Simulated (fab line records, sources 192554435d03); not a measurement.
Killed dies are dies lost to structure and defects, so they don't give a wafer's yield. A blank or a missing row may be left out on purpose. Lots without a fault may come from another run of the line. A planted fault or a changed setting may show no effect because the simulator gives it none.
fab line records | flow n5_finfet
record lots=8 wafers=21 last_day=17
route steps=1938 shown BEOL_M8@1333 BEOL_M15@1830 PASSIVATION@1936
lots that met no fault: from a run of the same line without faults
start_h: hours from the record's first day to the start of the lot's first wafer shown | wait_h: hours since the lot's step before | " the same as in the row above | L1.1+2: a row that stands for several wafers | - no value, or no start given | * or withheld: withheld | < > ~ a bound
route shown NAME@n: a module of which the file shows steps, and the number in the route of the first | usual: mean/standard deviation of fault-free wafers | same: alike in all rows | chamber/n: place in a boat | sites: the reading at each site | _std_site: their standard deviation | _edge_site: outer sites' mean less inner sites' | radius_mm: how far each site lies from the wafer's centre | mask NAME#n: copy n | behind: the tool/chamber that last shaped the wafer | hold: why the lot was held/for how many hours/how that ended | device: the transistor (n, p or np) that didn't switch | end of line: the same wafers' tests at the end of the route | a step without rows: its recipe alone | killed: dies lost to structure and defects at the first sort, not the wafer's yield | map: a wafer's dies, x killed, . not, _ none there
set.NAME: the setting as run; set.NAME@STEP: as run at that earlier step | model.NAME: the simulator's own value behind a step, which no gauge read
steps of the route over a sample of lots; a table a step, a row a wafer
services: from which hour (start_h, from the record's first day; less than 0 if before it) a tool's chamber was out of use, for how many hours, and why
## steps
# step N5_BEOL_M8_CURE_74
# recipe temp_c=385 time_s=240 ambient=He/Ar material=SiCOH_lowk
# usual lamp_power_pct=52.31/0.058 wafer_temp_C_max=386.9/0.82
# columns lot.wafer tool chamber start_h wait_h lamp_power_pct wafer_temp_C_max
L350.3 uv_cure-03 2 204.46 0.2 52.24 386.5
L350.5 " 2 " " 52.32 386.4
L354.4 uv_cure-01 0 229.19 0.3 52.32 388.2
L354.5 " 0 " " 52.38 388.6
L354.6 " 0 " " 52.17 387.0
L361.3 uv_cure-02 0 269.99 0.2 52.33 387.2
L361.4 " 0 " " 52.26 386.9
L361.6 " 0 " " 52.37 387.5
L360.1 uv_cure-02 2 273.40 0.0 52.34 387.9
L360.2 " 2 " " 52.27 387.5
L360.3 " 2 " " 52.29 387.7
L362.1 uv_cure-03 2 280.35 0.0 52.34 386.1
L362.5 " 2 " " 52.22 386.3
L362.6 " 2 " " 52.33 386.5
L364.2 uv_cure-02 1 301.56 0.2 52.24 386.0
L364.3 " 1 " " 52.32 385.5
L364.6 " 1 " " 52.26 385.7
L367.3 uv_cure-01 0 319.93 0.2 52.35 387.9
L367.5 " 0 " " 52.33 387.2
L370.4 uv_cure-02 1 336.60 0.3 52.32 385.7
L370.5 " 1 " " 52.27 385.5
# step N5_BEOL_M8_PECVD_70
# recipe material=SiO2 target_thk_a=200 temp_c=400 precursor=TEOS/O2 pressure_torr=5.5 rf_w=450 teos_flow_sccm=53.8 gas=O2 flow_sccm=3000 time_s=22.7
# usual heater_power_w=706/96 showerhead_plenum_p_Torr=8.80/0.063 throttle_valve_pct=22.6/0.99
# columns lot.wafer tool chamber start_h wait_h heater_power_w showerhead_plenum_p_Torr throttle_valve_pct
L350.3 pecvd-02 1 204.87 0.1 713 8.73 23.5
L350.5 " 1 " " 729 8.76 23.3
L354.4 pecvd-02 0 229.51 0.1 853 8.75 22.3
L354.5 " 1 " " 782 8.75 23.4
L354.6 " 2 " " 516 8.79 21.0
L361.3 pecvd-01 0 270.38 0.0 698 8.92 24.0
L361.4 " 1 " " 689 8.70 23.9
L361.6 " 2 " " 733 8.87 20.9
L360.1 pecvd-01 2 273.95 0.0 693 8.87 21.1
L360.2 " 1 " " 713 8.69 23.7
L360.3 " 0 " " 835 8.89 23.5
L362.1 pecvd-02 1 281.38 0.0 805 8.77 23.6
L362.5 " 1 " " 805 8.75 23.3
L362.6 " 2 " " 521 8.80 21.0
L364.2 pecvd-03 0 302.43 0.0 544 8.77 22.7
L364.3 " 2 " " 646 8.75 22.5
L364.6 " 0 " " 544 8.77 22.9
L367.3 pecvd-01 1 320.32 0.0 717 8.71 23.9
L367.5 " 1 " " 699 8.74 23.8
L370.4 pecvd-03 0 336.93 0.1 569 8.75 22.7
L370.5 " 1 " " 765 8.88 22.9
# step N5_BEOL_M8_PEB_09
# recipe peb_temp_c=withheld peb_time_s=60 resist=CAR-ArF
# usual resist_line_temp_C=23.01/0.1
# columns lot.wafer tool chamber start_h wait_h resist_line_temp_C
L350.3 litho_track-04 0 205.92 0.0 22.97
L350.5 " 0 " " 23.00
L354.4 litho_track-05 0 232.33 0.0 23.10
L354.5 " 0 " " 22.98
L354.6 " 0 " " 23.21
L361.3 litho_track-02 0 272.13 0.0 23.03
L361.4 " 0 " " 23.22
L361.6 " 0 " " 23.03
L360.1 litho_track-05 0 276.01 0.1 23.09
L360.2 " 0 " " 22.97
L360.3 " 0 " " 22.94
L362.1 litho_track-05 0 282.98 0.1 23.05
L362.5 " 0 " " 22.96
L362.6 " 0 " " 22.77
L364.2 litho_track-05 0 303.84 0.0 22.96
L364.3 " 0 " " 22.99
L364.6 " 0 " " 22.94
L367.3 litho_track-05 0 324.13 0.0 22.84
L367.5 " 0 " " 22.98
L370.4 litho_track-05 0 337.60 0.0 23.14
L370.5 " 0 " " 23.13
# step N5_BEOL_M8_CD_MEAS_11
# recipe target_cd_nm=38.5 landing_energy_ev=500 detector=se_inlens polarity=opening
# usual cd_nm=38.4/0.64
# columns lot.wafer tool chamber start_h wait_h cd_nm
L350.3 cd_sem-03 0 205.99 - 38.5
L350.5 " 0 " " 39.4
L354.4 cd_sem-02 0 232.40 - 38.3
L354.5 " 0 " " 38.4
L354.6 " 0 " " 38.0
L361.3 cd_sem-01 0 272.19 - 38.3
L361.4 " 0 " " 37.9
L361.6 " 0 " " 37.9
L360.1 cd_sem-02 0 276.08 - 38.1
L360.2 " 0 " " 36.6
L360.3 " 0 " " 38.1
L362.1 cd_sem-03 0 283.04 - 38.2
L362.5 " 0 " " 37.7
L362.6 " 0 " " 38.5
L364.2 cd_sem-02 0 303.91 - 37.6
L364.3 " 0 " " 42.3
L364.6 " 0 " " 37.9
L367.3 cd_sem-02 0 324.19 - 43.7
L367.5 " 0 " " 39.1
L370.4 cd_sem-02 0 337.67 - 43.1
L370.5 " 0 " " 38.0
# step N5_BEOL_M8_INSPECT_13
# recipe mode=adi inspect_instrument=brightfield
# usual raw_defect_count=416/100
# columns lot.wafer tool chamber start_h wait_h raw_defect_count
L350.3 defect_inspect-02 - 206.04 0.0 252
L350.5 " - " " 326
L354.4 defect_inspect-02 - 232.45 0.0 455
L354.5 " - " " 484
L354.6 " - " " 320
L361.3 defect_inspect-01 - 272.25 0.0 634
L361.4 " - " " 487
L361.6 " - " " 512
L360.1 defect_inspect-02 - 276.13 0.0 358
L360.2 " - " " 324
L360.3 " - " " 396
L362.1 defect_inspect-02 - 283.10 0.0 289
L362.5 " - " " 374
L362.6 " - " " 299
L364.2 defect_inspect-01 - 303.96 0.0 331
L364.3 " - " " 440
L364.6 " - " " 391
L367.3 defect_inspect-02 - 324.25 0.0 447
L367.5 " - " " 353
L370.4 defect_inspect-02 - 337.72 0.0 572
L370.5 " - " " 329
# step N5_BEOL_M8_CD_MEAS_18
# recipe pitch_nm=80 target_cd_nm=40
# usual cd_nm=40.1/0.66
# columns lot.wafer tool chamber start_h wait_h cd_nm
L350.3 cd_sem-03 - 206.53 0.1 39.4
L350.5 " - " " 41.2
L354.4 cd_sem-01 - 233.07 0.1 41.1
L354.5 " - " " 40.5
L354.6 " - " " 39.6
L361.3 cd_sem-03 - 273.02 0.1 38.5
L361.4 " - " " 39.6
L361.6 " - " " 39.4
L360.1 cd_sem-03 - 277.31 0.0 39.5
L360.2 " - " " 39.1
L360.3 " - " " 39.8
L362.1 cd_sem-02 - 283.59 0.0 39.7
L362.5 " - " " 39.7
L362.6 " - " " 40.1
L364.2 cd_sem-01 - 304.46 0.1 40.3
L364.3 " - " " 44.2
L364.6 " - " " 39.1
L367.3 cd_sem-02 - 324.98 0.1 44.8
L367.5 " - " " 39.9
L370.4 cd_sem-01 - 338.58 0.1 44.4
L370.5 " - " " 39.4
# step N5_BEOL_M8_CD_MEAS_35
# recipe target_cd_nm=40 polarity=opening
# usual cd_nm=40.1/0.71
# columns lot.wafer tool chamber start_h wait_h cd_nm
L350.3 cd_sem-03 - 210.63 0.0 39.4
L350.5 " - " " 41.4
L354.4 cd_sem-02 - 235.79 0.0 40.8
L354.5 " - " " 40.1
L354.6 " - " " 39.2
L361.3 cd_sem-01 - 275.55 0.0 38.8
L361.4 " - " " 39.5
L361.6 " - " " 39.7
L360.1 cd_sem-03 - 278.69 0.0 39.4
L360.2 " - " " 39.0
L360.3 " - " " 39.6
L362.1 cd_sem-03 - 284.66 0.0 39.3
L362.5 " - " " 39.3
L362.6 " - " " 40.2
L364.2 cd_sem-02 - 305.60 0.0 39.6
L364.3 " - " " 44.3
L364.6 " - " " 39.3
L367.3 cd_sem-02 - 329.76 0.0 45.2
L367.5 " - " " 40.2
L370.4 cd_sem-02 - 340.16 0.0 44.3
L370.5 " - " " 39.5
# step N5_BEOL_M15_RC_MEAS_101
# usual COMB_M10=1.45e-11/3e-12 COMB_M11=1.4e-11/3.2e-12 COMB_M12=5.7e-12/1.1e-12 COMB_M13=4.4e-12/1.1e-12 COMB_M14=3e-12/8.8e-13 COMB_M15=1.9e-12/5.7e-13 COMB_M5=3.7e-11/7.8e-12 COMB_M6=2.5e-11/5e-12 COMB_M7=2.4e-11/5.1e-12 COMB_M8=2.5e-11/5.5e-12 COMB_M9=1.38e-11/2.8e-12 SERP_M10=3.07/0.099 SERP_M11=3.13/0.1 SERP_M12=0.643/0.023 SERP_M12_max_site=0.656/0.025 SERP_M13=0.312/0.0076 SERP_M14=0.160/0.0061 SERP_M5=39.1/2.1 SERP_M6=13.8/0.76 SERP_M7=14.2/0.71 SERP_M8=13.7/0.63 SERP_M8_max_site=14.4/0.66 SERP_M9=3.13/0.11
# columns lot.wafer tool chamber start_h wait_h COMB_M10[S/m] COMB_M11[S/m] COMB_M12[S/m] COMB_M13[S/m] COMB_M14[S/m] COMB_M15[S/m] COMB_M5[S/m] COMB_M6[S/m] COMB_M7[S/m] COMB_M8[S/m] COMB_M9[S/m] SERP_M10[ohm/um] SERP_M11[ohm/um] SERP_M12[ohm/um] SERP_M12_max_site[ohm/um] SERP_M13[ohm/um] SERP_M14[ohm/um] SERP_M5[ohm/um] SERP_M6[ohm/um] SERP_M7[ohm/um] SERP_M8[ohm/um] SERP_M8_max_site[ohm/um] SERP_M9[ohm/um]
L350.3 prober-02 0 260.28 0.3 1.3e-11 1.3e-11 4.9e-12 4.2e-12 2.8e-12 3.5e-12 2.6e-11 3.1e-11 1.6e-11 2.6e-11 1.13e-11 3.06 2.93 0.623 0.632 0.318 0.162 41.3 13.4 13.8 14.0 14.4 2.95
L350.5 " 0 " " 1.48e-11 1.7e-11 5.7e-12 4e-12 2.7e-12 2.7e-12 3.9e-11 3.4e-11 1.8e-11 2.8e-11 1.33e-11 3.03 3.12 0.654 0.668 0.307 0.164 39.2 14.1 14.6 12.6 13.2 3.07
L354.4 prober-01 0 291.50 0.5 1.75e-11 1.2e-11 6e-12 3.9e-12 1.9e-12 1.7e-12 5.6e-11 2.8e-11 3e-11 3.3e-11 1.22e-11 3.09 3.25 0.669 0.676 0.323 0.170 42.3 16.1 14.2 13.9 14.8 3.21
L354.5 " 0 " " 1.98e-11 1.7e-11 4.9e-12 3.5e-12 4.4e-12 1.1e-12 5.2e-11 2e-11 1.7e-11 2.8e-11 1.58e-11 3.04 3.23 0.674 0.688 0.322 0.158 39.6 14.2 13.6 14.9 15.5 3.25
L354.6 " 0 " " 1.36e-11 1.1e-11 5.8e-12 3.6e-12 4.1e-12 1.8e-12 4.8e-11 2.9e-11 2.5e-11 3.1e-11 1.29e-11 3.17 3.21 0.658 0.673 0.314 0.170 36.6 14.1 15.1 13.7 14.6 3.24
L361.3 prober-02 0 333.01 0.3 1.56e-11 9e-12 5.5e-12 3.6e-12 4.2e-12 2.6e-12 3.7e-11 2.3e-11 3.6e-11 2.6e-11 1.61e-11 3.20 3.10 0.644 0.659 0.316 0.163 37.9 13.6 14.9 14.8 15.5 3.10
L361.4 " 0 " " 9.4e-12 1e-11 5.4e-12 2.6e-12 3.5e-12 3.1e-12 3.2e-11 3.2e-11 2.8e-11 2.7e-11 1.46e-11 3.05 3.13 0.650 0.659 0.324 0.171 40.0 13.2 14.3 13.9 14.9 3.29
L361.6 " 0 " " 1.21e-11 9e-12 5.6e-12 2.9e-12 4.8e-12 2.9e-12 2.9e-11 2.3e-11 2.1e-11 2.9e-11 1.56e-11 3.15 3.21 0.666 0.695 0.319 0.156 39.5 15.2 14.5 14.6 14.9 3.11
L362.1 prober-02 0 338.55 0.0 1.79e-11 1.3e-11 9.7e-12 4.5e-12 2.7e-12 1.9e-12 3.3e-11 3.1e-11 2e-11 2.6e-11 1.27e-11 2.92 3.23 0.612 0.618 0.308 0.152 35.2 13.7 15.2 14.5 15.2 3.23
L362.5 " 0 " " 2.02e-11 1.1e-11 7.1e-12 6.4e-12 4.3e-12 2.4e-12 3e-11 3.3e-11 2.7e-11 1.6e-11 1.39e-11 2.98 3.17 0.600 0.611 0.299 0.155 44.2 13.1 13.8 14.3 14.9 3.12
L362.6 " 0 " " 1.56e-11 1.4e-11 5.8e-12 5.7e-12 2.9e-12 1.6e-12 2.9e-11 2.4e-11 2.4e-11 2.6e-11 1.71e-11 3.09 3.31 0.673 0.686 0.303 0.152 37.7 12.9 13.9 13.7 14.7 3.22
L360.1 prober-01 0 338.96 0.2 1.04e-11 1.5e-11 7.6e-12 4.3e-12 3.6e-12 1.1e-12 4e-11 1.8e-11 1.6e-11 2.1e-11 2.09e-11 2.96 3.04 0.647 0.668 0.313 0.148 39.6 13.3 13.9 14.2 15.2 2.93
L360.2 " 0 " " 1.22e-11 1.1e-11 5.6e-12 2.8e-12 3.1e-12 1.6e-12 3.9e-11 1.8e-11 2.4e-11 1.9e-11 1.74e-11 3.08 3.13 0.659 0.670 0.319 0.154 40.9 13.6 14.6 14.7 15.5 3.06
L360.3 " 0 " " 1.09e-11 1.1e-11 5.9e-12 2.9e-12 3.1e-12 2.1e-12 3.2e-11 2.1e-11 2.4e-11 1.5e-11 1.14e-11 3.03 3.22 0.671 0.677 0.305 0.148 38.1 12.5 14.2 14.1 14.5 3.21
L364.2 prober-02 0 360.21 0.2 1.26e-11 1.5e-11 5.8e-12 5.2e-12 3.2e-12 1.6e-12 4.5e-11 2.6e-11 2.2e-11 2.6e-11 1.39e-11 3.29 3.29 0.636 0.654 0.319 0.170 42.9 13.4 14.1 13.4 14.5 3.27
L364.3 " 0 " " 1.47e-11 1.3e-11 7.5e-12 5.4e-12 3.5e-12 1.5e-12 3.3e-11 2e-11 2.4e-11 2.8e-11 1.92e-11 3.04 3.24 0.641 0.649 0.322 0.155 40.3 14.4 14.0 11.6 12.6 3.21
L364.6 " 0 " " 1.86e-11 1.5e-11 3.8e-12 4.8e-12 3e-12 2.5e-12 4.4e-11 2.2e-11 1.8e-11 2e-11 1.38e-11 3.11 3.19 0.625 0.635 0.306 0.158 39.2 13.7 14.2 14.4 15.5 3.16
L367.3 prober-01 0 391.06 0.3 1.65e-11 1.3e-11 3.9e-12 4.1e-12 2.5e-12 1.3e-12 3.8e-11 2.3e-11 2.1e-11 3.5e-11 1.65e-11 3.09 3.29 0.650 0.675 0.304 0.164 38.5 14.8 14.2 12.1 12.5 3.17
L367.5 " 0 " " 1.32e-11 1.2e-11 4.3e-12 5.5e-12 3e-12 2e-12 3.6e-11 2.6e-11 1.7e-11 3.5e-11 1.3e-11 3.16 3.39 0.597 0.611 0.303 0.164 37.8 14.3 15.8 14.6 15.2 3.30
L370.4 prober-01 0 393.16 0.5 1.72e-11 1.4e-11 5.2e-12 3.2e-12 2.4e-12 1.4e-12 3.7e-11 2.7e-11 2.1e-11 2.4e-11 1.21e-11 2.89 3.05 0.634 0.641 0.296 0.164 43.5 15.3 14.4 10.9 11.4 3.19
L370.5 " 0 " " 1.32e-11 1e-11 6.1e-12 2.4e-12 2.6e-12 1.8e-12 3.3e-11 2.4e-11 2.7e-11 2.2e-11 1.3e-11 2.91 3.13 0.615 0.629 0.306 0.155 40.4 13.4 13.8 13.7 14.2 3.26
# sites SERP_M8 radius_mm=0,75,75,75,75,140,140,140,140
L350.3 14.1 14.3 14.0 14.3 14.4 13.4 13.5 13.1 14.0
L354.4 13.1 13.3 13.5 13.9 13.2 14.1 14.8 14.6 14.1
L361.3 14.2 14.4 14.3 15.3 14.8 15.4 15.1 15.5 14.3
L362.1 13.9 14.2 14.5 14.4 14.9 15.0 14.5 14.6 15.2
L360.1 13.8 14.2 13.9 14.0 13.7 15.1 14.4 15.2 14.8
L364.2 13.0 13.2 13.4 13.3 13.2 14.5 13.6 14.3 13.7
L367.3 11.7 12.1 12.0 11.9 12.3 12.0 12.5 12.3 12.3
L370.4 11.4 11.1 10.9 11.2 11.2 10.9 10.7 10.7 10.7
# step N5_PASSIVATION_PROBE_49
# usual defect_limited_yield=91.4/1.4 killed_at_M0_to_M3=33/10 killed_at_M4_up=14/6.1 killed_at_contacts=14/6.1 killed_at_front_end=38/9.7 killed_at_other=3.1/2.9 killed_dies=102/17 killed_on_rim=14/4.1 killed_open=67/13 killed_short=32/8 sort_bin_5_function=5.1/0.94 sort_bin_6_memory=3.2/0.68 sort_n_pass=1078/17 sort_yield_pct=91.3/1.5
# same gross_dies=1180 killed_at_back_side=0 sort_bin_4_leakage[%]=0 sort_bin_8_speed[%]=0
# columns lot.wafer tool chamber start_h wait_h defect_limited_yield[%] killed_at_M0_to_M3 killed_at_M4_up killed_at_contacts killed_at_front_end killed_at_other killed_dies killed_on_rim killed_open killed_short sort_bin_5_function[%] sort_bin_6_memory[%] sort_n_pass sort_yield_pct[%]
L364.2 prober-01 - 376.18 0.1 91.4 44 12 11 32 2 101 12 66 31 4.9 3.4 1079 91.4
L364.3 prober-01 - 376.23 0.1 88.4 32 37 17 51 0 137 28 78 29 4.9 3.8 1043 88.4
L364.6 prober-01 - 376.38 0.3 90.6 27 24 12 47 1 111 15 76 35 5.3 3.9 1069 90.6
L367.3 prober-02 - 405.58 0.1 87.6 32 43 16 53 2 146 27 87 33 5.9 4.0 1034 87.6
L367.5 prober-02 - 405.68 0.2 91.7 19 24 17 34 4 98 19 65 33 4.4 3.6 1082 91.7
L370.4 prober-01 - 408.33 0.2 90.0 23 46 11 31 7 118 29 52 26 3.1 3.1 1062 90.0
L370.5 prober-01 - 408.38 0.2 93.0 16 10 7 43 7 83 9 48 21 3.0 2.8 1097 93.0
# killed by level:class
L364.2 BEOL_M0_SAQP:geometric_particle:short=13 MOL_CONTACT_COAG:geometric_particle:open=10 BEOL_M2:geometric_particle:open=9 GATE_CUT:geometric_particle:open=6 BEOL_M0_SAQP:geometric_particle:open=6 BEOL_M1:geometric_particle:open=6 GATE_CUT:geometric_particle:short=5 STI_FIN_REVEAL:geometric_particle:open=4
L364.3 BEOL_M8:area_peb=29 STI_FIN_REVEAL:geometric_particle:open=15 MOL_CONTACT_COAG:geometric_particle:open=12 BEOL_M0_SAQP:geometric_particle:short=12 BEOL_M0_SAQP:geometric_particle:open=10 FIN_SAQP:geometric_particle:open=8 GATE_CUT:geometric_particle:open=6 FIN_SAQP:geometric_particle:short=5
L364.6 BEOL_M4:geometric_particle:open=10 BEOL_M2:geometric_particle:open=8 MOL_CONTACT_COAG:geometric_particle:open=8 BEOL_M5:geometric_particle:open=8 DUMMY_GATE:geometric_particle:open=7 BEOL_M0_SAQP:geometric_particle:open=7 FIN_SAQP:geometric_particle:open=6 DUMMY_GATE:geometric_particle:short=5
L367.3 BEOL_M8:area_peb=25 STI_FIN_REVEAL:geometric_particle:open=14 MOL_CONTACT_COAG:geometric_particle:open=14 FIN_SAQP:geometric_particle:open=9 BEOL_M0_SAQP:geometric_particle:open=9 BEOL_M0_SAQP:geometric_particle:short=8 FIN_SAQP:geometric_particle:short=6 STARTING-WAFER:geometric_particle:open=6
L367.5 MOL_CONTACT_COAG:geometric_particle:open=14 FIN_SAQP:geometric_particle:open=10 FIN_SAQP:geometric_particle:short=7 BEOL_M4:geometric_particle:open=7 DUMMY_GATE:geometric_particle:open=5 BEOL_M5:geometric_particle:open=5 STI_FIN_REVEAL:geometric_particle:open=4 STARTING-WAFER:geometric_particle:short=4
L370.4 BEOL_M8:area_peb=32 HKMG_FIN:area_etch=8 BEOL_M0_SAQP:geometric_particle:open=7 STI_FIN_REVEAL:geometric_particle:open=6 MOL_CONTACT_COAG:geometric_particle:open=6 MOL_CONTACT_COAG:geometric_particle:short=5 BEOL_M0_SAQP:geometric_particle:short=5 BEOL_M2:geometric_particle:open=5
L370.5 HKMG_FIN:area_etch=13 FIN_SAQP:geometric_particle:open=7 STI_FIN_REVEAL:geometric_particle:open=6 BEOL_M3:geometric_particle:open=6 MOL_CONTACT_COAG:geometric_particle:open=4 DUMMY_GATE:geometric_particle:open=3 GATE_CUT:geometric_particle:short=3 MOL_CONTACT_COAG:geometric_particle:short=3
## services
# columns tool chamber start_h hours kind
pecvd-03 - 181.97 1.2 repair
uv_cure-03 - 184.41 4.4 repair
uv_cure-02 - 194.44 1.2 repair
pecvd-03 0 195.99 6.7 repair
pecvd-02 1 196.85 5.5 scheduled_down
pecvd-03 2 202.68 - clean
pecvd-03 2 202.68 - consumable_replace:showerhead
pecvd-03 2 202.68 29.0 scheduled_down
pecvd-03 2 202.68 29.0 vent_cycle
pecvd-02 0 203.08 10.7 repair
pecvd-01 - 203.62 2.8 pm
litho_track-05 - 210.49 - consumable_replace:filter
uv_cure-03 - 218.38 2.8 pm
pecvd-02 - 221.51 0.5 repair
uv_cure-01 - 232.18 6.0 pm
pecvd-01 - 251.47 0.4 repair
pecvd-02 2 288.92 5.5 scheduled_down
uv_cure-03 - 304.14 1.0 pm
pecvd-03 - 313.31 0.3 repair
pecvd-02 1 315.71 18.0 repair
pecvd-02 - 325.85 2.8 pm
uv_cure-02 - 327.97 1.9 repair
uv_cure-03 - 335.45 7.5 pm
## key
first_sign step=N5_BEOL_M8_CD_MEAS_11 reading=cd_nm direction=up sigmas=7.2 usual=38.4 struck=43.0
effect step=N5_BEOL_M8_CD_MEAS_18 reading=cd_nm direction=up sigmas=6.6 usual=40.1 struck=44.4
effect step=N5_BEOL_M8_CD_MEAS_35 reading=cd_nm direction=up sigmas=6.4 usual=40.1 struck=44.6
effect step=N5_BEOL_M15_RC_MEAS_101 reading=SERP_M8 direction=down sigmas=3.5 usual=13.7 struck=11.5
effect step=N5_PASSIVATION_PROBE_49 reading=killed_at_M4_up direction=up sigmas=4.5 usual=14 struck=42
more_kills_born_at N5_BEOL_M8_PEB_09@litho_track-05=86
met_at N5_BEOL_M8_PEB_09
struck_lots L364,L367,L370
struck_wafers L364.3,L367.3,L370.4
baseline_loss step=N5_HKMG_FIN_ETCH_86 wafers=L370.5
not_acting_at N5_BEOL_M8_CURE_74,N5_BEOL_M8_PECVD_70,N5_BEOL_M8_INSPECT_13
onset_between 282.98 303.84
fault kind=process_parameter_drift tool=litho_track-05 chamber=- onset_h=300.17 steps=N5_BEOL_M8_PEB_09 channel=peb_time_s offset=* shape=step end_h=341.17 scope=struck_wafers_only acts_in=* stated=*
# baseline_loss: these wafers lose ten dies or more at that step, a loss of the line's own and not of a fault; the sort's usual values leave them out
